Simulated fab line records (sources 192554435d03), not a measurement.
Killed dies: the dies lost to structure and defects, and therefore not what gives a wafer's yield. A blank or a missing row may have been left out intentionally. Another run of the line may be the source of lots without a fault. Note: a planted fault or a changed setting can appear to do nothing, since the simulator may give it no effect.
Matching of chambers || flow n5-finfet || N5_BEOL_M14_ILD_DEP_00 on pecvd-04: 3 sister chambers
The step deposits SiO2 from TEOS/O2, target thk 1119.3 nm, time 237.4 s. 5 wafers are shown with their chamber, then 7 later ones without.

== EACH WAFER AND ITS CHAMBER ==
{"wafer": "L076.3", "chamber": 0, "throttle-valve-pct (%)": 18.6, "showerhead-plenum-p-Torr (Torr)": 8.331}
{"wafer": "L091.4", "chamber": 1, "throttle-valve-pct (%)": 21.6, "showerhead-plenum-p-Torr (Torr)": 8.327}
{"wafer": "L091.5", "chamber": 0, "throttle-valve-pct (%)": 19.0, "showerhead-plenum-p-Torr (Torr)": 8.334}
{"wafer": "L093.1", "chamber": 1, "throttle-valve-pct (%)": 21.5, "showerhead-plenum-p-Torr (Torr)": 8.345}
{"wafer": "L093.3", "chamber": 2, "throttle-valve-pct (%)": 17.1, "showerhead-plenum-p-Torr (Torr)": 8.365}

== WAFERS MISSING THEIR CHAMBER ==
{"wafer": "L093.4", "throttle-valve-pct (%)": 18.3, "showerhead-plenum-p-Torr (Torr)": 8.331}
{"wafer": "L095.1", "throttle-valve-pct (%)": 18.7, "showerhead-plenum-p-Torr (Torr)": 8.323}
{"wafer": "L095.2", "throttle-valve-pct (%)": 21.7, "showerhead-plenum-p-Torr (Torr)": 8.332}
{"wafer": "L095.3", "throttle-valve-pct (%)": 17.0, "showerhead-plenum-p-Torr (Torr)": 8.340}
{"wafer": "L097.2", "throttle-valve-pct (%)": 21.6, "showerhead-plenum-p-Torr (Torr)": 8.349}
{"wafer": "L097.4", "throttle-valve-pct (%)": 17.1, "showerhead-plenum-p-Torr (Torr)": 8.329}
{"wafer": "L097.5", "throttle-valve-pct (%)": 21.6, "showerhead-plenum-p-Torr (Torr)": 8.329}

== THE CHAMBER EACH PASSED THROUGH ==
{"wafer": "L093.4", "from the rows above": 0, "in truth": 0}
{"wafer": "L095.1", "from the rows above": 0, "in truth": 0}
{"wafer": "L095.2", "from the rows above": 1, "in truth": 1}
{"wafer": "L095.3", "from the rows above": 2, "in truth": 2}
{"wafer": "L097.2", "from the rows above": 1, "in truth": 1}
{"wafer": "L097.4", "from the rows above": 2, "in truth": 2}
{"wafer": "L097.5", "from the rows above": 1, "in truth": 1}
7 of 7 placed correctly. Left unplaced by these rows: 0. Wrongly placed: 0.
How it was worked out, from the rows above alone: a wafer's distance from a chamber is the root of the sum, over the readings, of the square of ((its reading less the chamber's mean) divided by the reading's scatter). The wafer belongs to the nearest chamber; if the next one is less than 2 further off, it can't be placed. A chamber's mean is the mean of its shown wafers. The scatter: the root of (the sum of the squares of (reading less its chamber's mean) over the shown wafers, divided by (wafers less chambers)).
